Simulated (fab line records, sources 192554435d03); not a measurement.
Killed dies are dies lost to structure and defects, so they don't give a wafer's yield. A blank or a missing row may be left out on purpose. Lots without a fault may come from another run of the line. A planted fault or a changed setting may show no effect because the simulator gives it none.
fab line records | flow n5_finfet
record lots=24 wafers=72 last_day=18
route steps=1938 shown BEOL_M7@1277 BEOL_M8@1355
lots that met no fault: from a run of the same line without faults
start_h: hours from the record's first day to the start of the lot's first wafer shown | wait_h: hours since the lot's step before | " the same as in the row above | L1.1+2: a row that stands for several wafers | - no value, or no start given | * or withheld: withheld | < > ~ a bound
route shown NAME@n: a module of which the file shows steps, and the number in the route of the first | usual: mean/standard deviation of fault-free wafers | same: alike in all rows | chamber/n: place in a boat | sites: the reading at each site | _std_site: their standard deviation | _edge_site: outer sites' mean less inner sites' | radius_mm: how far each site lies from the wafer's centre | mask NAME#n: copy n | behind: the tool/chamber that last shaped the wafer | hold: why the lot was held/for how many hours/how that ended | device: the transistor (n, p or np) that didn't switch | end of line: the same wafers' tests at the end of the route | a step without rows: its recipe alone | killed: dies lost to structure and defects at the first sort, not the wafer's yield | map: a wafer's dies, x killed, . not, _ none there
set.NAME: the setting as run; set.NAME@STEP: as run at that earlier step | model.NAME: the simulator's own value behind a step, which no gauge read
steps of the route over a sample of lots; a table a step, a row a wafer
services: from which hour (start_h, from the record's first day; less than 0 if before it) a tool's chamber was out of use, for how many hours, and why
## steps
# step N5_BEOL_M7_OVL_MEAS_12
# recipe points_per_wafer=44
# usual M7_OVL=0.5/0.72
# columns lot.wafer tool chamber start_h wait_h M7_OVL[nm]
L074.1 overlay-02 0 192.14 0.0 0.4
L074.4 " 0 " " 1.0
L074.6 " 0 " " 1.6
L075.3 overlay-02 0 197.11 0.0 -0.2
L075.4 " 0 " " -0.9
L075.5 " 0 " " 0.5
L076.3 overlay-01 0 205.36 0.0 0.6
L076.4 " 0 " " 1.0
L076.6 " 0 " " 2.2
L077.3 overlay-02 0 213.89 0.0 1.1
L077.4 " 0 " " 1.1
L077.6 " 0 " " 0.6
L078.2 overlay-02 0 219.67 0.0 -0.9
L078.4 " 0 " " -0.4
L078.6 " 0 " " -0.2
L079.1 overlay-01 0 224.48 0.0 0.8
L079.2 " 0 " " 1.5
L079.4 " 0 " " 1.0
L081.2 overlay-01 0 244.18 0.0 0.8
L081.4 " 0 " " 1.0
L081.6 " 0 " " 1.1
L080.1 overlay-01 0 260.81 0.0 2.0
L080.3 " 0 " " 3.2
L080.6 " 0 " " 1.3
L083.1 overlay-01 0 266.05 0.0 1.0
L083.4 " 0 " " 0.1
L083.5 " 0 " " 0.5
L082.1 overlay-02 0 276.15 0.0 0.0
L082.2 " 0 " " -0.8
L082.6 " 0 " " 1.0
L085.2 overlay-02 0 279.39 0.0 -0.2
L085.4 " 0 " " -0.5
L085.5 " 0 " " -0.5
L086.1 overlay-01 0 287.71 0.0 0.6
L086.3 " 0 " " 0.0
L086.5 " 0 " " -0.2
L087.3 overlay-01 0 287.89 0.0 -0.3
L087.4 " 0 " " -0.1
L087.6 " 0 " " -0.7
L084.3 overlay-01 0 290.74 0.0 1.1
L084.5 " 0 " " 0.2
L084.6 " 0 " " 1.4
L089.4 overlay-02 0 308.32 0.0 0.3
L089.5 " 0 " " 0.4
L089.6 " 0 " " -0.2
L088.2 overlay-01 0 313.25 0.0 0.3
L088.5 " 0 " " 0.6
L088.6 " 0 " " 1.1
L091.1 overlay-02 0 317.10 0.0 -0.4
L091.2 " 0 " " 0.3
L091.3 " 0 " " 0.5
L094.1 overlay-01 0 320.81 0.0 -0.2
L094.4 " 0 " " 0.5
L094.6 " 0 " " 0.9
L090.1 overlay-01 0 326.57 0.0 0.2
L090.3 " 0 " " 1.0
L090.5 " 0 " " 0.1
L093.2 overlay-02 0 336.44 0.0 1.1
L093.5 " 0 " " -0.2
L093.6 " 0 " " 1.4
L096.2 overlay-01 0 338.24 0.0 0.2
L096.4 " 0 " " -0.2
L096.6 " 0 " " 0.0
L092.3 overlay-01 0 340.42 0.0 -0.2
L092.5 " 0 " " 1.0
L092.6 " 0 " " -0.1
L095.1 overlay-02 0 343.87 0.0 1.2
L095.3 " 0 " " -0.2
L095.4 " 0 " " 0.8
L097.1 overlay-02 0 351.89 0.0 0.8
L097.5 " 0 " " 1.1
L097.6 " 0 " " 1.0
# step N5_BEOL_M7_STRIP_80
# recipe chemistry=N2/H2 time_s=10 power_w=450 temp_c=40 pressure_mtorr=20 rf_frequency_hz=6e+07 bias_power_w=7 n2_flow_sccm=200 h2_flow_sccm=200
# usual drypump_motor_current_A=5.8/0.7 n2_flow_sccm=200.0/0.66 oes_product_au=0.75/0.059 rf_vpp_V=59.1/0.89 showerhead_plenum_p_Torr=2.51/0.075 throttle_valve_pct=23.53/0.27
# columns lot.wafer tool chamber start_h wait_h drypump_motor_current_A n2_flow_sccm oes_product_au rf_hours_counter_h rf_vpp_V showerhead_plenum_p_Torr throttle_valve_pct
L074.1 rie_diel-04 3 - - 6.8 200.0 0.82 66 57.9 2.47 23.67
L074.4 " 0 " " 5.4 199.8 0.72 194 58.4 2.64 23.46
L074.6 " 2 " " 6.5 200.2 0.89 - 59.2 2.47 23.04
L075.3 rie_diel-01 2 - - 5.2 200.2 0.71 - 59.9 2.53 23.41
L075.4 " 2 " " 5.2 200.6 0.71 - 60.6 2.53 23.39
L075.5 " 2 " " 5.2 200.8 0.72 - 58.6 2.53 23.41
L076.3 rie_diel-04 1 - - 4.7 199.6 0.74 167 60.1 2.65 23.70
L076.4 " 2 " " 6.5 199.6 0.88 24 60.6 2.47 23.02
L076.6 " 2 " " 6.5 200.1 0.88 - 58.6 2.47 23.03
L077.3 rie_diel-04 3 - - 6.7 198.9 0.83 72 58.5 2.46 23.65
L077.4 " 2 " " 6.5 200.0 0.88 26 60.2 2.47 23.02
L077.6 " 1 " " 4.7 199.8 0.74 - 59.1 2.65 23.70
L078.2 rie_diel-03 0 - - 6.4 199.1 0.80 101 60.1 2.56 23.54
L078.4 " 3 " " 6.5 199.6 0.72 215 58.4 2.52 23.86
L078.6 " 2 " " 6.6 200.4 0.76 - 58.0 2.41 23.69
L079.1 rie_diel-03 0 - - 6.4 200.5 0.80 103 57.0 2.56 23.57
L079.2 " 1 " " 5.4 200.8 0.82 58 59.8 2.57 22.91
L079.4 " 3 " " 6.5 200.8 0.71 217 58.0 2.52 23.85
L081.2 rie_diel-04 3 - - 6.8 198.8 0.82 81 58.7 2.46 23.67
L081.4 " 2 " " 6.4 199.8 0.86 35 60.1 2.47 23.04
L081.6 " 2 " " 6.5 200.0 0.86 - 59.5 2.47 23.03
L080.1 rie_diel-01 3 - - 6.4 199.9 0.83 62 59.2 2.48 23.64
L080.3 " 2 " " 5.2 200.2 0.69 188 58.4 2.52 23.41
L080.6 " 1 " " 4.9 199.3 0.69 - 59.6 2.39 23.72
L083.1 rie_diel-03 3 - - 6.4 201.2 0.71 223 58.4 2.51 23.87
L083.4 " 0 " " 6.4 200.6 0.78 113 57.8 2.55 23.59
L083.5 " 2 " " 6.6 200.2 0.74 - 58.7 2.41 23.70
L082.1 rie_diel-03 2 - - 6.6 199.8 0.74 201 59.2 2.40 23.70
L082.2 " 0 " " 6.4 200.7 0.78 116 57.7 2.55 23.58
L082.6 " 1 " " 5.3 201.5 0.82 - 59.5 2.56 22.94
L085.2 rie_diel-03 0 - - 6.4 199.4 0.79 117 59.0 2.55 23.58
L085.4 " 1 " " 5.3 199.2 0.80 72 60.5 2.56 22.93
L085.5 " 3 " " 6.5 200.0 0.71 - 60.5 2.51 23.87
L086.1 rie_diel-03 2 - - 6.6 199.0 0.73 204 58.6 2.40 23.72
L086.3 " 1 " " 5.3 199.1 0.80 74 59.0 2.56 22.94
L086.5 " 0 " " 6.4 199.1 0.77 - 58.4 2.55 23.58
L087.3 rie_diel-01 2 - - 5.2 200.4 0.70 194 57.2 2.52 23.43
L087.4 " 3 " " 6.4 200.4 0.82 67 57.4 2.47 23.66
L087.6 " 2 " " 5.2 201.1 0.69 - 60.0 2.52 23.44
L084.3 rie_diel-01 1 - - 4.9 199.9 0.67 228 58.6 2.39 23.72
L084.5 " 3 " " 6.4 200.2 0.82 - 60.0 2.47 23.63
L084.6 " 2 " " 5.2 200.7 0.69 - 58.4 2.52 23.43
L089.4 rie_diel-03 3 - - 6.4 199.7 0.70 237 60.2 2.51 23.89
L089.5 " 2 " " 6.6 199.5 0.73 - 59.4 2.40 23.72
L089.6 " 3 " " 6.4 200.2 0.70 - 57.7 2.51 23.88
L088.2 rie_diel-03 0 - - 6.4 199.8 0.77 127 59.4 2.55 23.59
L088.5 " 3 " " 6.5 201.0 0.69 - 59.8 2.51 23.87
L088.6 " 0 " " 6.4 200.7 0.78 - 60.4 2.55 23.57
L091.1 rie_diel-01 0 - - 5.6 200.8 0.77 158 60.3 2.54 23.46
L091.2 " 1 " " 4.9 199.3 0.67 235 59.0 2.39 23.73
L091.3 " 3 " " 6.5 199.9 0.82 75 58.9 2.47 23.65
L094.1 rie_diel-04 1 - - 4.7 200.3 0.71 198 58.5 2.64 23.74
L094.4 " 3 " " 6.7 199.5 0.79 102 58.8 2.45 23.70
L094.6 " 1 " " 4.7 200.3 0.71 - 59.0 2.64 23.73
L090.1 rie_diel-04 1 - - 4.7 199.6 0.71 200 60.8 2.64 23.74
L090.3 " 2 " " 6.5 199.4 0.82 60 58.9 2.46 23.08
L090.5 " 0 " " 5.4 199.9 0.70 - 59.5 2.62 23.52
L096.2 rie_diel-01 1 - - 4.9 201.1 0.67 241 59.1 2.38 23.75
L096.4 " 2 " " 5.2 201.2 0.68 207 58.7 2.51 23.45
L096.6 " 3 " " 6.4 199.5 0.82 - 57.1 2.47 23.64
L093.2 rie_diel-01 3 - - 6.4 200.1 0.82 81 60.0 2.47 23.65
L093.5 " 3 " " 6.4 200.6 0.82 - 59.1 2.47 23.66
L093.6 " 2 " " 5.2 200.3 0.68 - 59.8 2.51 23.46
L092.3 rie_diel-01 0 - - 5.6 199.3 0.76 164 59.1 2.53 23.47
L092.5 " 1 " " 4.9 199.5 0.67 - 58.1 2.38 23.74
L092.6 " 2 " " 5.2 198.1 0.68 - 59.3 2.51 23.45
L095.1 rie_diel-01 2 - - 5.2 199.4 0.68 210 59.0 2.51 23.44
L095.3 " 0 " " 5.6 199.7 0.76 165 58.9 2.53 23.49
L095.4 " 1 " " 4.9 200.6 0.67 243 59.0 2.38 23.74
L097.1 rie_diel-04 1 - - 4.7 200.7 0.70 205 59.3 2.64 23.75
L097.5 " 2 " " 6.5 200.4 0.82 - 59.1 2.45 23.08
L097.6 " 3 " " 6.7 199.2 0.79 - 60.1 2.45 23.72
# step N5_BEOL_M7_ALD_77
# recipe material=TaN target_thk_a=20 temp_c=275 ald_precursor_family=PDMAT ald_co_reactant=NH3 pressure_torr=3 carrier_flow_sccm=1500 pulse_time_s=2 purge_time_s=3 co_reactant_purge_time_s=2 co_reactant_pulse_time_s=3 ald_cycles=40 precursor_vessel_temp_c=75 precursor_vessel_pressure_torr=26.25 precursor_vessel_carrier_sccm=1000
# usual chamber_pressure_Torr=3.001/0.0074 heater_power_w=414/60
# columns lot.wafer tool chamber start_h wait_h chamber_pressure_Torr heater_power_w
L074.1 ald_metal-03 1 196.45 0.0 2.998 367
L074.4 " 2 " " 3.002 522
L074.6 " 2 " " 3.009 528
L075.3 ald_metal-01 1 205.94 0.0 2.995 402
L075.4 " 0 " " 3.004 431
L075.5 " 2 " " 2.992 424
L076.3 ald_metal-03 1 208.60 0.0 3.008 366
L076.4 " 2 " " 3.011 510
L076.6 " 3 " " 2.997 358
L077.3 ald_metal-01 1 216.30 0.0 3.007 404
L077.4 " 2 " " 3.003 424
L077.6 " 0 " " 2.997 447
L078.2 ald_metal-02 0 225.03 0.1 3.007 412
L078.4 " 1 " " 3.000 459
L078.6 " 0 " " 2.997 417
L079.1 ald_metal-01 1 233.74 0.0 3.006 404
L079.2 " 3 " " 3.014 347
L079.4 " 2 " " 2.996 427
L081.2 ald_metal-03 3 247.18 0.0 3.000 343
L081.4 " 1 " " 2.996 371
L081.6 " 0 " " 3.011 421
L080.1 ald_metal-03 1 266.53 0.0 2.997 370
L080.3 " 3 " " 2.989 356
L080.6 " 3 " " 2.993 343
L083.1 ald_metal-02 3 270.12 0.0 3.009 321
L083.4 " 2 " " 3.007 490
L083.5 " 0 " " 2.973 420
L082.1 ald_metal-02 1 279.28 0.0 2.997 463
L082.2 " 0 " " 2.993 405
L082.6 " 3 " " 3.004 319
L085.2 ald_metal-02 0 283.18 0.0 2.998 399
L085.4 " 3 " " 2.999 327
L085.5 " 2 " " 3.006 501
L086.1 ald_metal-02 2 291.62 0.1 3.007 495
L086.3 " 3 " " 3.003 321
L086.5 " 1 " " 2.997 448
L087.3 ald_metal-01 0 291.78 0.0 2.994 441
L087.4 " 1 " " 3.006 397
L087.6 " 1 " " 3.007 404
L084.3 ald_metal-02 3 294.66 0.1 3.004 316
L084.5 " 3 " " 3.016 319
L084.6 " 2 " " 3.003 485
L089.4 ald_metal-02 0 313.66 0.0 2.997 416
L089.5 " 1 " " 3.005 452
L089.6 " 0 " " 2.990 402
L088.2 ald_metal-02 3 317.47 0.2 3.010 321
L088.5 " 2 " " 2.995 476
L088.6 " 3 " " 3.003 321
L091.1 ald_metal-02 1 319.77 0.2 2.997 460
L091.2 " 0 " " 3.000 417
L091.3 " 2 " " 3.009 503
L094.1 ald_metal-03 2 324.00 0.1 3.002 513
L094.4 " 1 " " 2.991 361
L094.6 " 1 " " 2.998 374
L090.1 ald_metal-02 1 330.76 0.1 3.013 470
L090.3 " 2 " " 3.010 492
L090.5 " 0 " " 3.005 415
L096.2 ald_metal-02 3 340.39 0.1 2.999 319
L096.4 " 0 " " 2.994 406
L096.6 " 2 " " 3.001 498
L093.2 ald_metal-02 1 341.38 0.0 3.012 462
L093.5 " 1 " " 3.001 468
L093.6 " 0 " " 3.003 414
L092.3 ald_metal-02 2 343.36 0.0 3.007 492
L092.5 " 2 " " 3.002 492
L092.6 " 3 " " 3.007 324
L095.1 ald_metal-02 1 347.94 0.2 3.005 461
L095.3 " 3 " " 2.998 314
L095.4 " 2 " " 2.997 491
L097.1 ald_metal-01 3 355.97 0.1 3.007 347
L097.5 " 0 " " 3.001 442
L097.6 " 3 " " 3.014 350
# step N5_BEOL_M8_CD_MEAS_18
# recipe pitch_nm=80 target_cd_nm=40
# usual cd_nm=40.2/0.55
# columns lot.wafer tool chamber start_h wait_h cd_nm
L074.1 cd_sem-03 - 205.02 0.0 40.7
L074.4 " - " " 40.5
L074.6 " - " " 39.9
L075.3 cd_sem-01 - 214.53 0.1 39.8
L075.4 " - " " 39.9
L075.5 " - " " 40.1
L076.3 cd_sem-02 - 214.97 0.1 41.4
L076.4 " - " " 39.8
L076.6 " - " " 40.9
L077.3 cd_sem-03 - 220.43 0.1 39.7
L077.4 " - " " 39.8
L077.6 " - " " 40.0
L078.2 cd_sem-01 - 229.55 0.1 39.7
L078.4 " - " " 39.8
L078.6 " - " " 39.4
L079.1 cd_sem-01 - 238.93 0.0 40.3
L079.2 " - " " 40.9
L079.4 " - " " 41.8
L081.2 cd_sem-01 - 251.18 0.1 39.6
L081.4 " - " " 39.7
L081.6 " - " " 40.6
L080.1 cd_sem-02 - 271.32 0.0 39.6
L080.3 " - " " 40.4
L080.6 " - " " 39.9
L083.1 cd_sem-01 - 274.89 0.0 39.7
L083.4 " - " " 39.7
L083.5 " - " " 40.3
L082.1 cd_sem-02 - 283.36 0.0 40.0
L082.2 " - " " 39.3
L082.6 " - " " 39.1
L085.2 cd_sem-01 - 288.44 0.1 40.9
L085.4 " - " " 40.7
L085.5 " - " " 40.2
L087.3 cd_sem-01 - 296.21 0.1 40.8
L087.4 " - " " 40.2
L087.6 " - " " 41.0
L086.1 cd_sem-01 - 296.44 0.0 40.4
L086.3 " - " " 40.4
L086.5 " - " " 40.9
L084.3 cd_sem-01 - 299.89 0.1 39.9
L084.5 " - " " 39.2
L084.6 " - " " 40.8
L089.4 cd_sem-02 - 318.10 0.1 40.2
L089.5 " - " " 39.4
L089.6 " - " " 39.9
L088.2 cd_sem-02 - 323.59 0.1 40.8
L088.5 " - " " 40.5
L088.6 " - " " 40.1
L091.1 cd_sem-03 - 323.86 0.0 39.9
L091.2 " - " " 39.5
L091.3 " - " " 40.4
L094.1 cd_sem-03 - 331.21 0.0 40.2
L094.4 " - " " 40.0
L094.6 " - " " 39.5
L090.1 cd_sem-03 - 338.06 0.0 39.9
L090.3 " - " " 40.1
L090.5 " - " " 39.9
L096.2 cd_sem-03 - 344.38 0.1 40.8
L096.4 " - " " 39.8
L096.6 " - " " 40.3
L093.2 cd_sem-01 - 348.26 0.1 40.0
L093.5 " - " " 39.8
L093.6 " - " " 40.0
L092.3 cd_sem-01 - 349.64 0.1 39.6
L092.5 " - " " 40.1
L092.6 " - " " 39.7
L095.1 cd_sem-02 - 352.77 0.1 40.5
L095.3 " - " " 40.8
L095.4 " - " " 40.2
L097.1 cd_sem-01 - 360.98 0.0 40.9
L097.5 " - " " 40.0
L097.6 " - " " 40.9
# step N5_BEOL_M8_CD_MEAS_28
# recipe target_cd_nm=40 landing_energy_ev=500 detector=se_inlens
# usual cd_nm=40.01/0.26
# columns lot.wafer tool chamber start_h wait_h cd_nm
L074.1 cd_sem-02 0 205.46 - 39.80
L074.4 " 0 " " 40.09
L074.6 " 0 " " 39.65
L075.3 cd_sem-01 0 214.97 - 40.21
L075.4 " 0 " " 40.37
L075.5 " 0 " " 40.06
L076.3 cd_sem-01 0 215.40 - 39.81
L076.4 " 0 " " 40.05
L076.6 " 0 " " 39.90
L077.3 cd_sem-01 0 222.60 - 40.21
L077.4 " 0 " " 39.76
L077.6 " 0 " " 40.09
L078.2 cd_sem-01 0 232.12 - 39.82
L078.4 " 0 " " 40.18
L078.6 " 0 " " 40.27
L079.1 cd_sem-02 0 241.71 - 40.44
L079.2 " 0 " " 40.14
L079.4 " 0 " " 40.58
L081.2 cd_sem-01 0 252.45 - 40.22
L081.4 " 0 " " 39.80
L081.6 " 0 " " 39.88
L080.1 cd_sem-03 0 273.38 - 39.85
L080.3 " 0 " " 39.80
L080.6 " 0 " " 39.63
L083.1 cd_sem-01 0 275.19 - 39.71
L083.4 " 0 " " 40.15
L083.5 " 0 " " 39.82
L082.1 cd_sem-01 0 283.79 - 39.77
L082.2 " 0 " " 39.98
L082.6 " 0 " " 39.91
L085.2 cd_sem-02 0 290.11 - 39.94
L085.4 " 0 " " 40.20
L085.5 " 0 " " 39.76
L087.3 cd_sem-03 0 297.66 - 39.94
L087.4 " 0 " " 39.81
L087.6 " 0 " " 39.90
L086.1 cd_sem-01 0 297.73 - 40.09
L086.3 " 0 " " 40.32
L086.5 " 0 " " 40.20
L084.3 cd_sem-02 0 301.97 - 39.93
L084.5 " 0 " " 40.18
L084.6 " 0 " " 39.95
L089.4 cd_sem-01 0 318.66 - 39.80
L089.5 " 0 " " 40.11
L089.6 " 0 " " 39.81
L088.2 cd_sem-02 0 325.53 - 39.98
L088.5 " 0 " " 40.30
L088.6 " 0 " " 39.69
L091.1 cd_sem-02 0 325.71 - 39.89
L091.2 " 0 " " 39.57
L091.3 " 0 " " 39.88
L094.1 cd_sem-03 0 332.92 - 40.34
L094.4 " 0 " " 39.66
L094.6 " 0 " " 40.12
L090.1 cd_sem-01 0 339.32 - 39.62
L090.3 " 0 " " 40.12
L090.5 " 0 " " 39.92
L096.2 cd_sem-02 0 346.04 - 40.23
L096.4 " 0 " " 39.85
L096.6 " 0 " " 39.99
L092.3 cd_sem-03 0 350.81 - 40.01
L092.5 " 0 " " 40.12
L092.6 " 0 " " 40.01
L093.2 cd_sem-02 0 351.90 - 39.68
L093.5 " 0 " " 40.05
L093.6 " 0 " " 39.92
L095.1 cd_sem-01 0 355.35 - 40.58
L095.3 " 0 " " 40.33
L095.4 " 0 " " 39.54
L097.1 cd_sem-02 0 364.78 - 40.41
L097.5 " 0 " " 40.23
L097.6 " 0 " " 40.43
# step N5_BEOL_M8_STRIP_36
# recipe chemistry=N2/H2 power_w=450 temp_c=40 pressure_mtorr=20 rf_frequency_hz=6e+07 overash_fraction=0.3 bias_power_w=7 h2_frac=0.5 n2_flow_sccm=200 h2_flow_sccm=200
# usual drypump_motor_current_A=6.0/0.56 n2_flow_sccm=200.0/0.58 oes_product_au=0.76/0.076 rf_vpp_V=59.2/1.4 showerhead_plenum_p_Torr=2.52/0.073 throttle_valve_pct=23.6/0.39
# columns lot.wafer tool chamber start_h wait_h drypump_motor_current_A n2_flow_sccm oes_product_au rf_hours_counter_h rf_vpp_V showerhead_plenum_p_Torr throttle_valve_pct
L074.1 rie_diel-06 0 205.82 0.0 5.8 200.3 0.69 223 57.7 2.40 23.9
L074.4 " 2 " " 4.9 200.1 0.68 219 56.7 2.62 24.1
L074.6 " 3 " " 5.0 200.8 0.72 - 58.8 2.43 23.2
L075.3 rie_diel-05 2 215.41 0.0 6.3 200.1 0.71 209 58.7 2.53 24.3
L075.4 " 0 " " 6.5 200.8 0.81 109 60.1 2.56 23.6
L075.5 " 2 " " 6.3 199.9 0.72 - 59.4 2.53 24.3
L076.3 rie_diel-02 1 215.76 0.0 6.7 199.9 0.82 91 61.5 2.66 23.0
L076.4 " 2 " " 6.1 199.6 0.78 123 57.0 2.56 23.7
L076.6 " 3 " " 5.7 200.0 0.71 - 56.8 2.49 23.7
L077.3 rie_diel-02 0 222.96 0.0 5.7 200.2 0.78 162 59.0 2.52 23.4
L077.4 " 1 " " 6.7 200.3 0.81 94 58.8 2.66 22.9
L077.6 " 3 " " 5.7 199.6 0.70 - 58.9 2.49 23.7
L078.2 rie_diel-06 3 232.47 0.0 5.0 200.4 0.71 194 59.7 2.43 23.2
L078.4 " 1 " " 5.5 200.4 0.69 207 58.7 2.41 24.2
L078.6 " 1 " " 5.5 200.9 0.69 - 57.2 2.41 24.2
L079.1 rie_diel-05 3 242.14 0.0 5.5 200.0 0.84 67 59.4 2.47 23.7
L079.2 " 1 " " 6.7 200.0 0.74 135 59.4 2.54 23.2
L079.4 " 0 " " 6.4 199.9 0.80 - 61.7 2.55 23.5
L081.2 rie_diel-05 3 252.80 0.0 5.5 199.8 0.83 71 56.2 2.47 23.7
L081.4 " 0 " " 6.4 200.6 0.80 122 59.1 2.55 23.5
L081.6 " 0 " " 6.4 200.8 0.79 - 59.3 2.55 23.6
L080.1 rie_diel-05 1 273.74 0.0 6.7 199.6 0.74 144 59.5 2.54 23.2
L080.3 " 3 " " 5.4 199.5 0.82 77 56.9 2.47 23.7
L080.6 " 2 " " 6.3 199.7 0.69 - 60.8 2.52 24.3
L083.1 rie_diel-05 1 275.62 0.0 6.7 200.3 0.74 145 58.4 2.53 23.2
L083.4 " 3 " " 5.5 200.9 0.82 78 59.3 2.47 23.7
L083.5 " 0 " " 6.4 199.4 0.79 - 62.1 2.55 23.5
L082.1 rie_diel-05 3 284.42 0.0 5.4 200.8 0.82 81 57.9 2.47 23.7
L082.2 " 2 " " 6.3 200.1 0.69 229 58.6 2.52 24.3
L082.6 " 2 " " 6.3 200.5 0.68 - 60.1 2.52 24.4
L085.2 rie_diel-05 1 290.46 0.0 6.7 200.5 0.73 151 60.9 2.53 23.3
L085.4 " 3 " " 5.5 198.8 0.81 83 61.0 2.46 23.7
L085.5 " 1 " " 6.7 200.3 0.72 - 57.6 2.53 23.3
L087.3 rie_diel-02 3 298.01 0.0 5.8 199.8 0.68 244 58.9 2.48 23.7
L087.4 " 2 " " 6.1 198.8 0.74 - 59.3 2.55 23.7
L087.6 " 3 " " 5.8 199.7 0.69 - 59.3 2.48 23.7
L086.1 rie_diel-06 2 298.58 0.0 4.9 199.1 0.66 250 58.4 2.60 24.1
L086.3 " 3 " " 5.0 199.4 0.71 215 56.2 2.42 23.2
L086.5 " 1 " " 5.4 199.8 0.68 - 56.7 2.40 24.2
L084.3 rie_diel-02 3 302.32 0.0 5.7 198.7 0.68 245 56.2 2.48 23.7
L084.5 " 1 " " 6.7 201.1 0.78 - 61.3 2.65 23.0
L084.6 " 2 " " 6.1 200.6 0.74 - 60.4 2.54 23.7
L089.4 rie_diel-05 1 319.01 0.0 6.7 200.1 0.73 161 59.7 2.53 23.3
L089.5 " 0 " " 6.5 201.2 0.77 - 60.5 2.54 23.6
L089.6 " 1 " " 6.7 200.9 0.72 - 59.4 2.53 23.3
L088.2 rie_diel-02 0 325.89 0.0 5.7 199.3 0.75 194 60.1 2.51 23.5
L088.5 " 0 " " 5.7 198.9 0.75 - 58.8 2.51 23.5
L088.6 " 1 " " 6.8 199.4 0.77 - 59.9 2.64 23.0
L091.1 rie_diel-06 1 326.10 0.0 5.5 200.1 0.67 239 59.3 2.40 24.2
L091.2 " 3 " " 5.0 200.6 0.69 226 57.7 2.42 23.3
L091.3 " 0 " " 5.8 199.8 0.93 8 62.1 2.70 23.7
L094.1 rie_diel-05 0 333.27 0.0 6.4 200.1 0.76 148 59.3 2.54 23.5
L094.4 " 1 " " 6.7 200.5 0.72 165 61.3 2.53 23.3
L094.6 " 1 " " 6.6 200.4 0.72 - 59.5 2.53 23.3
L090.1 rie_diel-05 1 340.10 0.0 6.7 199.8 0.71 167 56.4 2.53 23.3
L090.3 " 3 " " 5.4 200.3 0.80 100 60.0 2.46 23.7
L090.5 " 0 " " 6.4 200.6 0.76 - 58.9 2.54 23.6
L096.2 rie_diel-02 3 346.40 0.0 5.7 199.7 0.97 6 59.2 2.48 23.3
L096.4 " 1 " " 6.7 200.6 0.77 140 58.6 2.64 23.0
L096.6 " 2 " " 6.1 201.0 0.74 - 59.5 2.54 23.8
L092.3 rie_diel-06 2 351.24 0.0 4.9 198.7 0.94 6 57.9 2.60 23.5
L092.5 " 0 " " 5.8 199.8 0.90 - 61.2 2.70 23.8
L092.6 " 3 " " 5.0 199.4 0.70 - 59.7 2.41 23.3
L093.2 rie_diel-06 1 352.34 0.0 5.5 199.9 0.65 247 57.9 2.39 24.3
L093.5 " 2 " " 4.9 200.4 0.95 - 58.0 2.60 23.6
L093.6 " 1 " " 5.5 199.7 0.65 - 57.5 2.39 24.2
L095.1 rie_diel-02 1 355.71 0.0 6.8 199.4 0.76 143 58.5 2.64 23.0
L095.3 " 2 " " 6.1 200.2 0.72 174 61.8 2.54 23.8
L095.4 " 0 " " 5.7 199.0 0.74 206 58.1 2.50 23.5
L097.1 rie_diel-05 3 365.13 0.0 5.5 200.7 0.78 110 58.1 2.45 23.7
L097.5 " 1 " " 6.6 199.8 0.71 - 59.2 2.52 23.3
L097.6 " 0 " " 6.4 200.1 0.77 - 61.7 2.53 23.6
## services
# columns tool chamber start_h hours kind
rie_diel-05 2 176.47 4.3 repair
ald_metal-03 - 178.80 1.6 repair
ald_metal-02 3 181.73 24.7 repair
ald_metal-02 0 185.49 2.1 repair
rie_diel-01 0 192.03 15.2 repair
rie_diel-01 3 199.51 13.7 repair
rie_diel-01 1 203.97 4.9 repair
rie_diel-02 - 212.23 1.0 repair
ald_metal-01 - 223.77 0.7 repair
rie_diel-06 - 227.77 0.4 repair
rie_diel-05 3 229.94 6.9 repair
rie_diel-01 3 233.71 4.6 repair
rie_diel-05 2 235.44 7.4 repair
rie_diel-03 - 247.81 0.9 repair
rie_diel-05 - 260.09 1.4 repair
ald_metal-03 - 281.98 0.6 repair
rie_diel-03 1 292.57 11.4 repair
rie_diel-02 0 294.09 10.7 repair
rie_diel-06 1 306.01 2.9 repair
rie_diel-04 - 307.34 1.1 repair
rie_diel-03 3 329.30 4.3 repair
rie_diel-04 3 332.64 7.5 repair
rie_diel-04 0 334.08 6.7 repair
rie_diel-03 3 348.00 1.3 repair
## key
fault none
